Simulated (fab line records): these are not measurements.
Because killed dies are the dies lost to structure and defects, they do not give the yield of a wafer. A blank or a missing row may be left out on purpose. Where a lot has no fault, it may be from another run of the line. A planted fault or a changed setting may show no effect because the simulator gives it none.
fab line records	flow nand_harc	part 1 of 2: steps 1 to 4 of 6
record: lots: 23	wafers: 69	last_day: 34
route steps=1302 shown A_STAIRCASE@669
lots untouched by any fault: they come from a run of this same line in which no faults occurred
start_h: hours from the record's first day to the start of the lot's first wafer shown	wait_h: hours elapsed since this lot's preceding step	" identical to the entry in the row above	L1.1+2: one row covering several wafers at once	- either no value or no given start	* or withheld: withheld	< > ~ a bound
route shown NAME@n: names a module that has steps shown in the file, with the first one's number in the route	usual: mean and standard deviation over wafers with no fault	same: alike in all rows	chamber/n: place in a boat	sites: per-site readings	_std_site: standard deviation of those values	_edge_site: mean of outer sites minus mean of inner sites	radius_mm: how far each site lies from the wafer's centre	mask NAME#n: copy n	behind: the tool/chamber that last shaped the wafer	hold: reason for holding the lot/hours on hold/outcome of the hold	device: transistor that didn't switch, given as n, p or np	end of line: tests of these same wafers at the route's end	a step without rows: its recipe alone	killed: dies that structure and defects cost at the first sort, which is not the same as the wafer's yield	map: dies across one wafer; x = killed, . = not, _ = none there
set.NAME: setting as actually run; set.NAME@STEP: the setting as run at that earlier step	model.NAME: the simulator's own value behind a step, which no gauge read
steps of the route over a sample of lots; a table a step, a row a wafer
services: when a tool's chamber went out of use (start_h, in hours from the record's first day, below 0 if earlier), for how many hours, and the reason
== steps ==
step: NHARC_A_STAIRCASE_ETCH_13
recipe: target_depth_a: 1000	time_s: 40.5	ion_energy_ev: 400	c4f8_flow_sccm: 20	o2_flow_sccm: 10	ar_flow_sccm: withheld	rf_w: 600	bias_w: 1000	chemistry: C4F8/O2
usual: oes_product_au: 0.940/0.016	rf_vpp_V: 895/5.8
same: time_s: 40.5
lot.wafer	tool	chamber	start_h	wait_h	oes_product_au	rf_hours_counter_h	rf_vpp_V
L075.2	rie_diel-10	2	-	-	0.965	35	893
L075.6	"	1	"	"	0.958	-	887
L075.5	"	2	"	"	0.956	-	893
L074.1	rie_diel-07	3	-	-	0.969	17	899
L074.4	"	1	"	"	0.936	22	896
L074.6	"	3	"	"	0.958	-	898
L077.4	rie_diel-07	1	-	-	0.950	23	896
L077.6	"	2	"	"	0.963	-	889
L077.5	"	3	"	"	0.943	-	899
L076.1	rie_diel-10	0	-	-	0.946	45	905
L076.2	"	2	"	"	0.927	37	890
L076.5	"	3	"	"	0.928	-	892
L078.3	rie_diel-07	2	-	-	0.938	34	888
L078.6	"	0	"	"	0.917	-	889
L078.5	"	1	"	"	0.916	-	896
L079.2	rie_diel-02	1	-	-	0.945	0	904
L079.4	"	2	"	"	0.931	0	894
L079.5	"	1	"	"	0.956	-	904
L080.4	rie_diel-10	3	-	-	0.930	63	891
L080.6	"	2	"	"	0.979	-	891
L080.5	"	3	"	"	0.937	-	892
L081.2	rie_diel-07	3	-	-	0.946	34	898
L081.6	"	1	"	"	0.936	-	896
L081.5	"	2	"	"	0.947	-	887
L082.4	rie_diel-10	0	-	-	0.948	2	903
L082.2	"	1	"	"	0.945	2	888
L082.1	"	3	"	"	0.935	2	891
L083.2	rie_diel-02	3	-	-	0.925	16	902
L083.1	"	1	"	"	0.938	18	903
L083.3	"	2	"	"	0.910	18	893
L084.3	rie_diel-07	3	-	-	0.940	47	897
L084.2	"	0	"	"	0.930	43	888
L084.6	"	2	"	"	0.969	-	887
L085.1	rie_diel-02	0	-	-	0.946	5	899
L085.4	"	2	"	"	0.954	19	895
L085.3	"	3	"	"	0.946	18	906
L086.2	rie_diel-10	0	-	-	0.934	13	903
L086.1	"	3	"	"	0.934	10	890
L086.5	"	0	"	"	0.934	-	906
L087.1	rie_diel-07	1	-	-	0.933	1	896
L087.5	"	0	"	"	0.936	-	887
L087.6	"	1	"	"	0.946	-	896
L088.1	rie_diel-02	0	-	-	0.919	22	900
L088.6	"	3	"	"	0.924	-	902
L088.5	"	2	"	"	0.906	-	895
L090.4	rie_diel-10	3	-	-	0.946	28	890
L090.1	"	0	"	"	0.953	33	905
L090.5	"	1	"	"	0.951	-	888
L091.2	rie_diel-02	1	-	-	0.950	37	903
L091.1	"	2	"	"	0.929	50	894
L091.3	"	0	"	"	0.939	32	899
L092.1	rie_diel-07	2	-	-	0.976	20	887
L092.4	"	0	"	"	0.943	17	890
L092.3	"	1	"	"	0.947	20	895
L093.1	rie_diel-07	0	-	-	0.943	18	890
L093.2	"	1	"	"	0.932	21	894
L093.4	"	3	"	"	0.940	11	897
L094.1	rie_diel-10	3	-	-	0.949	42	890
L094.2	"	0	"	"	0.945	45	905
L094.5	"	3	"	"	0.945	-	892
L095.4	rie_diel-10	3	-	-	0.914	52	890
L095.3	"	0	"	"	0.933	55	903
L095.6	"	2	"	"	0.925	-	892
L097.2	rie_diel-07	0	-	-	0.926	30	889
L097.5	"	1	"	"	0.933	-	896
L097.6	"	2	"	"	0.956	-	888
L096.2	rie_diel-02	3	-	-	0.923	0	903
L096.1	"	1	"	"	0.924	0	903
L096.6	"	0	"	"	0.951	-	898
step: NHARC_A_STAIRCASE_TRIM_16
recipe: time_s: 211.2	o2_flow_sccm: 500	ar_flow_sccm: 0	bias_w: 0	chemistry: O2
usual: drypump_motor_current_A: 5.7/0.44	oes_product_au: 0.998/0.012	rf_vpp_V: 57.6/0.89	showerhead_plenum_p_Torr: 3.50/0.16	throttle_valve_pct: 17.037/0.0086
same: time_s: 211.2
lot.wafer	tool	chamber	start_h	wait_h	drypump_motor_current_A	oes_product_au	rf_hours_counter_h	rf_vpp_V	showerhead_plenum_p_Torr	throttle_valve_pct
L075.2	rie_diel-10	3	-	-	5.0	1.001	45	57.4	3.41	17.020
L075.5	"	3	"	"	5.0	0.993	-	58.5	3.41	17.029
L075.6	"	0	"	"	6.0	1.020	-	57.8	3.78	17.039
L074.4	rie_diel-07	2	-	-	5.9	1.007	22	56.5	3.33	17.033
L074.1	"	0	"	"	5.8	0.989	17	57.3	3.37	17.027
L074.6	"	1	"	"	5.8	0.992	-	57.8	3.54	17.043
L077.4	rie_diel-07	0	-	-	5.8	0.995	19	59.1	3.37	17.040
L077.6	"	2	"	"	6.0	1.012	-	57.7	3.33	17.050
L077.5	"	3	"	"	6.3	1.010	-	57.4	3.58	17.043
L076.2	rie_diel-10	1	-	-	6.0	1.006	33	56.9	3.32	17.042
L076.1	"	2	"	"	4.8	1.017	37	58.8	3.41	17.050
L076.5	"	3	"	"	5.0	0.994	-	57.8	3.41	17.037
L079.4	rie_diel-02	2	-	-	6.0	0.992	0	57.4	3.49	17.042
L079.2	"	3	"	"	5.2	0.987	0	58.3	3.75	17.022
L079.5	"	1	"	"	5.3	1.012	-	57.7	3.74	17.057
L078.3	rie_diel-07	0	-	-	5.8	0.992	28	57.7	3.36	17.043
L078.5	"	1	"	"	5.8	0.995	-	56.2	3.54	17.027
L078.6	"	2	"	"	6.0	1.011	-	56.3	3.33	17.030
L080.4	rie_diel-10	3	-	-	5.0	1.006	63	58.0	3.40	17.049
L080.5	"	0	"	"	6.0	1.025	-	58.0	3.77	17.028
L080.6	"	1	"	"	6.0	1.017	-	57.0	3.31	17.021
L081.2	rie_diel-07	2	-	-	5.9	1.007	39	56.0	3.32	17.042
L081.6	"	1	"	"	5.8	1.000	-	58.3	3.54	17.040
L081.5	"	2	"	"	5.9	1.003	-	55.8	3.32	17.043
L082.1	rie_diel-10	0	-	-	6.0	1.002	3	57.4	3.77	17.024
L082.4	"	1	"	"	5.9	0.992	2	57.3	3.31	17.038
L082.2	"	2	"	"	4.8	0.997	2	57.7	3.40	17.042
L083.2	rie_diel-02	1	-	-	5.2	0.990	18	58.4	3.73	17.047
L083.3	"	2	"	"	6.0	0.979	18	57.2	3.48	17.050
L083.1	"	3	"	"	5.2	0.979	16	57.7	3.74	17.039
L084.3	rie_diel-07	2	-	-	6.0	1.007	53	56.7	3.32	17.047
L084.2	"	3	"	"	6.2	1.007	47	60.1	3.56	17.019
L084.6	"	1	"	"	5.8	0.995	-	57.8	3.53	17.040
L085.4	rie_diel-02	1	-	-	5.3	1.009	19	58.2	3.73	17.052
L085.3	"	2	"	"	6.0	0.992	19	57.7	3.48	17.039
L085.1	"	0	"	"	5.3	1.011	6	58.1	3.62	17.053
L086.2	rie_diel-10	1	-	-	6.0	0.995	14	57.7	3.30	17.046
L086.1	"	2	"	"	4.8	1.000	10	57.0	3.39	17.047
L086.5	"	2	"	"	4.8	1.012	-	55.8	3.39	17.033
L087.1	rie_diel-07	3	-	-	6.2	0.974	1	57.3	3.56	17.050
L087.6	"	0	"	"	5.8	0.974	-	56.6	3.35	17.024
L087.5	"	1	"	"	5.8	0.977	-	58.1	3.53	17.038
L088.1	rie_diel-02	3	-	-	5.2	0.985	37	57.4	3.73	17.050
L088.5	"	3	"	"	5.2	1.001	-	56.4	3.73	17.043
L088.6	"	2	"	"	6.0	0.978	-	57.3	3.47	17.030
L090.4	rie_diel-10	2	-	-	4.8	1.001	27	57.5	3.38	17.035
L090.1	"	3	"	"	5.0	0.997	28	58.4	3.39	17.042
L090.5	"	2	"	"	4.8	1.000	-	57.8	3.38	17.030
L091.2	rie_diel-02	2	-	-	6.0	0.986	51	55.4	3.46	17.045
L091.3	"	3	"	"	5.2	0.976	46	59.8	3.72	17.048
L091.1	"	0	"	"	5.3	0.988	32	56.6	3.61	17.050
L092.3	rie_diel-07	3	-	-	6.3	0.986	10	59.4	3.55	17.024
L092.1	"	0	"	"	5.8	0.998	17	56.8	3.34	17.039
L092.4	"	1	"	"	5.8	0.994	20	56.5	3.52	17.038
L093.4	rie_diel-07	3	-	-	6.2	0.990	11	57.3	3.55	17.047
L093.1	"	0	"	"	5.8	0.988	18	57.8	3.34	17.044
L093.2	"	1	"	"	5.8	0.987	21	58.6	3.51	17.036
L094.2	rie_diel-10	1	-	-	6.0	1.000	45	57.7	3.28	17.044
L094.1	"	3	"	"	5.0	0.991	42	55.8	3.38	17.044
L094.5	"	0	"	"	6.0	1.004	-	58.3	3.74	17.038
L095.3	rie_diel-10	2	-	-	4.8	1.008	51	57.2	3.37	17.017
L095.4	"	1	"	"	6.0	1.023	54	59.3	3.28	17.028
L095.6	"	2	"	"	4.8	1.023	-	57.6	3.37	17.038
L097.2	rie_diel-07	3	-	-	6.3	0.986	23	57.6	3.54	17.039
L097.5	"	2	"	"	6.0	0.989	-	58.2	3.30	17.033
L097.6	"	3	"	"	6.3	0.978	-	57.5	3.54	17.042
L096.1	rie_diel-02	2	-	-	5.9	0.992	0	57.6	3.46	17.021
L096.2	"	3	"	"	5.2	0.999	0	58.4	3.72	17.045
L096.6	"	0	"	"	5.3	1.021	-	57.7	3.60	17.033
step: NHARC_A_STAIRCASE_TRIM_20
recipe: time_s: 211.2	o2_flow_sccm: 500	ar_flow_sccm: 0	bias_w: 0	chemistry: O2
usual: drypump_motor_current_A: 5.6/0.43	oes_product_au: 0.996/0.012	rf_vpp_V: 57.9/0.9	showerhead_plenum_p_Torr: 3.53/0.16	throttle_valve_pct: 17.037/0.0085
same: time_s: 211.2
lot.wafer	tool	chamber	start_h	wait_h	drypump_motor_current_A	oes_product_au	rf_hours_counter_h	rf_vpp_V	showerhead_plenum_p_Torr	throttle_valve_pct
L075.2	rie_diel-10	0	368.95	0.1	6.0	1.023	44	58.7	3.78	17.037
L075.6	"	0	"	"	6.0	1.034	-	58.2	3.78	17.025
L075.5	"	1	"	"	5.9	1.011	-	59.3	3.32	17.028
L074.4	rie_diel-07	3	369.17	0.1	6.3	0.991	17	58.9	3.58	17.028
L074.1	"	0	"	"	5.8	0.997	17	57.4	3.37	17.042
L074.6	"	2	"	"	6.0	1.009	-	58.5	3.33	17.031
L077.4	rie_diel-02	2	375.27	0.1	6.0	0.989	48	58.8	3.49	17.031
L077.5	"	3	"	"	5.2	0.975	-	59.4	3.75	17.046
L077.6	"	0	"	"	5.2	0.991	-	56.0	3.63	17.040
L076.2	rie_diel-02	2	376.63	0.1	6.0	0.969	48	57.4	3.49	17.030
L076.1	"	3	"	"	5.2	0.976	41	57.7	3.75	17.048
L076.5	"	1	"	"	5.3	1.000	-	59.1	3.74	17.038
L079.4	rie_diel-02	3	404.90	0.1	5.2	0.985	0	58.2	3.75	17.051
L079.2	"	0	"	"	5.3	0.992	0	57.8	3.62	17.045
L079.5	"	2	"	"	6.0	0.983	-	57.4	3.49	17.027
L078.3	rie_diel-07	2	405.40	0.1	5.9	0.991	35	56.2	3.33	17.045
L078.5	"	2	"	"	6.0	1.004	-	58.6	3.33	17.037
L078.6	"	3	"	"	6.3	0.998	-	56.5	3.57	17.033
L080.4	rie_diel-10	2	416.47	0.1	4.8	1.023	54	57.3	3.40	17.044
L080.5	"	2	"	"	4.8	1.024	-	59.7	3.40	17.030
L080.6	"	3	"	"	5.0	1.002	-	57.3	3.40	17.036
L081.2	rie_diel-02	2	416.82	0.1	6.0	0.989	4	58.7	3.49	17.036
L081.5	"	1	"	"	5.3	1.002	-	58.3	3.74	17.022
L081.6	"	2	"	"	6.0	0.995	-	58.8	3.49	17.032
L082.1	rie_diel-07	0	445.02	0.1	5.8	0.988	38	58.7	3.36	17.020
L082.2	"	1	"	"	5.8	1.009	42	57.1	3.53	17.024
L082.4	"	3	"	"	6.3	1.000	40	58.1	3.56	17.043
L083.3	rie_diel-02	2	456.75	0.1	6.0	0.978	18	57.3	3.48	17.035
L083.2	"	0	"	"	5.3	0.996	5	58.2	3.62	17.032
L083.1	"	1	"	"	5.3	0.992	18	58.0	3.73	17.036
L084.2	rie_diel-07	0	461.05	0.1	5.8	0.991	44	58.2	3.35	17.041
L084.3	"	2	"	"	5.9	0.995	53	58.0	3.32	17.034
L084.6	"	3	"	"	6.3	0.991	-	59.0	3.56	17.048
L085.4	rie_diel-02	0	461.46	0.1	5.3	0.999	6	58.1	3.62	17.036
L085.1	"	1	"	"	5.3	1.007	19	56.3	3.73	17.027
L085.3	"	2	"	"	6.0	0.972	20	59.0	3.48	17.033
L086.1	rie_diel-02	0	473.28	0.1	5.3	1.004	12	57.2	3.62	17.028
L086.2	"	2	"	"	6.0	0.972	26	56.3	3.48	17.034
L086.5	"	3	"	"	5.2	0.986	-	58.6	3.74	17.032
L087.1	rie_diel-10	1	485.11	0.1	6.0	0.997	22	56.4	3.30	17.036
L087.5	"	0	"	"	6.0	1.008	-	59.2	3.76	17.034
L087.6	"	1	"	"	6.0	0.995	-	57.1	3.30	17.051
L088.1	rie_diel-02	2	505.63	0.1	6.0	0.988	39	57.2	3.47	17.034
L088.6	"	0	"	"	5.3	0.998	-	59.4	3.61	17.027
L088.5	"	3	"	"	5.2	0.997	-	59.0	3.73	17.058
L090.1	rie_diel-02	3	523.98	0.1	5.3	0.986	42	57.3	3.73	17.040
L090.4	"	0	"	"	5.2	0.998	28	58.8	3.61	17.024
L090.5	"	3	"	"	5.2	0.985	-	58.8	3.73	17.051
L091.3	rie_diel-07	3	538.53	0.1	6.2	0.983	9	55.6	3.55	17.039
L091.2	"	1	"	"	5.8	0.996	19	57.7	3.52	17.053
L091.1	"	2	"	"	6.0	1.007	19	58.3	3.30	17.046
L092.1	rie_diel-07	2	545.81	0.1	6.0	1.007	20	57.2	3.30	17.035
L092.4	"	3	"	"	6.3	0.994	10	57.0	3.55	17.040
L092.3	"	0	"	"	5.8	1.002	18	57.9	3.34	17.045
L093.4	rie_diel-07	2	549.02	0.1	5.9	0.993	21	56.9	3.30	17.042
L093.2	"	0	"	"	5.8	0.987	18	57.7	3.34	17.044
L093.1	"	1	"	"	5.8	0.978	22	58.3	3.51	17.031
L094.2	rie_diel-10	2	557.46	0.1	4.8	1.017	42	56.7	3.38	17.044
L094.1	"	3	"	"	5.0	0.983	42	56.9	3.38	17.033
L094.5	"	1	"	"	5.9	1.002	-	57.8	3.28	17.035
L095.3	rie_diel-10	2	581.24	0.1	4.8	1.007	52	56.9	3.37	17.052
L095.4	"	3	"	"	5.0	0.988	54	58.4	3.37	17.033
L095.6	"	0	"	"	6.0	1.016	-	58.1	3.74	17.043
L097.2	rie_diel-10	0	582.58	0.1	6.0	1.013	57	59.1	3.74	17.041
L097.5	"	0	"	"	6.0	1.018	-	56.7	3.74	17.037
L097.6	"	1	"	"	5.9	1.022	-	57.3	3.28	17.032
L096.2	rie_diel-02	0	582.89	0.1	5.3	1.013	1	57.5	3.60	17.038
L096.1	"	1	"	"	5.3	0.990	1	58.9	3.71	17.052
L096.6	"	2	"	"	6.0	0.988	-	57.4	3.46	17.046
step: NHARC_A_STAIRCASE_TRIM_24
recipe: time_s: 211.2	o2_flow_sccm: 500	ar_flow_sccm: 0	bias_w: 0	chemistry: O2
usual: drypump_motor_current_A: 5.6/0.43	oes_product_au: 0.998/0.012	rf_vpp_V: 57.8/0.93	showerhead_plenum_p_Torr: 3.53/0.16	throttle_valve_pct: 17.035/0.0093
same: time_s: 211.2
lot.wafer	tool	chamber	start_h	wait_h	drypump_motor_current_A	oes_product_au	rf_hours_counter_h	rf_vpp_V	showerhead_plenum_p_Torr	throttle_valve_pct
L075.2	rie_diel-10	0	-	-	6.0	1.030	44	59.8	3.78	17.038
L075.5	"	0	"	"	6.0	1.035	-	58.4	3.78	17.032
L075.6	"	1	"	"	5.9	1.012	-	58.1	3.32	17.029
L074.1	rie_diel-07	3	-	-	6.3	1.002	17	58.8	3.58	17.028
L074.4	"	1	"	"	5.8	0.994	22	57.6	3.54	17.037
L074.6	"	0	"	"	5.8	0.991	-	57.0	3.37	17.032
L077.4	rie_diel-02	0	-	-	5.2	0.995	49	56.3	3.63	17.023
L077.6	"	3	"	"	5.3	0.997	-	58.8	3.75	17.028
L077.5	"	0	"	"	5.3	0.991	-	58.9	3.63	17.026
L076.1	rie_diel-02	3	-	-	5.2	0.980	43	59.0	3.75	17.031
L076.2	"	0	"	"	5.2	0.984	51	57.2	3.63	17.033
L076.5	"	2	"	"	6.0	0.988	-	58.0	3.49	17.038
L079.2	rie_diel-02	2	-	-	6.0	0.990	1	57.0	3.49	17.034
L079.4	"	3	"	"	5.2	0.985	1	59.3	3.75	17.031
L079.5	"	0	"	"	5.3	1.004	-	57.1	3.63	17.029
L078.3	rie_diel-07	0	-	-	5.8	0.981	29	56.6	3.36	17.058
L078.5	"	2	"	"	5.9	0.992	-	56.9	3.33	17.043
L078.6	"	3	"	"	6.3	0.991	-	57.1	3.57	17.037
L080.4	rie_diel-10	0	-	-	6.0	1.024	67	59.7	3.77	17.025
L080.5	"	1	"	"	6.0	1.008	-	57.2	3.31	17.046
L080.6	"	2	"	"	4.8	1.017	-	56.8	3.40	17.038
L081.2	rie_diel-02	1	-	-	5.2	1.003	4	59.4	3.74	17.027
L081.6	"	2	"	"	6.0	0.999	-	55.0	3.49	17.034
L081.5	"	3	"	"	5.2	0.988	-	59.2	3.75	17.042
L082.2	rie_diel-07	1	-	-	5.8	0.999	42	57.5	3.53	17.050
L082.4	"	3	"	"	6.3	1.001	40	58.9	3.56	17.040
L082.1	"	0	"	"	5.8	0.987	39	58.7	3.36	17.045
L083.2	rie_diel-02	3	-	-	5.2	0.991	17	58.0	3.74	17.037
L083.3	"	0	"	"	5.3	1.003	5	56.3	3.62	17.042
L083.1	"	1	"	"	5.2	0.986	18	58.2	3.73	17.038
L084.2	rie_diel-07	0	-	-	5.8	0.979	44	57.8	3.35	17.037
L084.3	"	3	"	"	6.3	0.997	48	59.1	3.56	17.026
L084.6	"	0	"	"	5.8	0.987	-	57.5	3.35	17.023
L085.1	rie_diel-02	2	-	-	6.0	0.985	20	57.7	3.48	17.030
L085.4	"	3	"	"	5.2	0.988	19	57.0	3.74	17.033
L085.3	"	1	"	"	5.3	1.001	20	60.7	3.73	17.051
L086.1	rie_diel-02	2	-	-	5.9	0.988	26	58.4	3.48	17.013
L086.2	"	0	"	"	5.2	0.991	12	56.7	3.62	17.035
L086.5	"	3	"	"	5.2	0.987	-	58.0	3.74	17.052
L087.1	rie_diel-10	1	-	-	5.9	1.004	22	57.5	3.30	17.042
L087.5	"	2	"	"	4.8	1.009	-	57.8	3.39	17.048
L087.6	"	3	"	"	5.0	1.000	-	57.7	3.39	17.039
L088.1	rie_diel-02	3	-	-	5.2	0.996	38	57.2	3.73	17.037
L088.5	"	2	"	"	6.0	0.983	-	56.8	3.47	17.046
L088.6	"	0	"	"	5.2	1.007	-	57.6	3.61	17.028
L090.4	rie_diel-02	2	-	-	6.0	0.986	45	56.8	3.47	17.035
L090.1	"	3	"	"	5.2	0.989	42	59.0	3.73	17.015
L090.5	"	2	"	"	6.0	0.976	-	57.9	3.47	17.047
L091.1	rie_diel-07	1	-	-	5.8	0.981	19	58.5	3.52	17.031
L091.2	"	2	"	"	5.9	1.006	19	58.1	3.30	17.031
L091.3	"	3	"	"	6.3	0.976	9	57.6	3.55	17.058
L092.3	rie_diel-07	0	-	-	5.8	0.987	18	56.0	3.34	17.014
L092.4	"	2	"	"	5.9	1.000	21	56.0	3.30	17.034
L092.1	"	3	"	"	6.2	0.991	10	56.8	3.55	17.051
L093.2	rie_diel-07	3	-	-	6.2	0.994	11	58.4	3.55	17.033
L093.4	"	0	"	"	5.8	0.995	18	57.3	3.34	17.019
L093.1	"	2	"	"	5.9	1.008	22	57.7	3.30	17.052
L094.1	rie_diel-10	2	-	-	4.8	1.016	42	57.9	3.38	17.030
L094.2	"	0	"	"	6.0	1.013	46	58.0	3.74	17.026
L094.5	"	3	"	"	5.0	0.986	-	58.5	3.38	17.031
L095.3	rie_diel-10	1	-	-	6.0	1.003	55	56.8	3.28	17.028
L095.4	"	0	"	"	6.0	1.011	-	57.8	3.74	17.046
L095.6	"	1	"	"	6.0	1.005	-	56.0	3.28	17.036
L097.2	rie_diel-10	1	-	-	5.9	1.008	55	57.2	3.28	17.056
L097.6	"	1	"	"	5.9	1.009	-	58.3	3.28	17.037
L097.5	"	2	"	"	4.8	1.014	-	56.2	3.37	17.025
L096.1	rie_diel-02	3	-	-	5.2	0.989	1	58.1	3.72	17.021
L096.2	"	1	"	"	5.2	0.996	1	58.5	3.71	17.018
L096.6	"	3	"	"	5.2	0.987	-	58.1	3.72	17.035
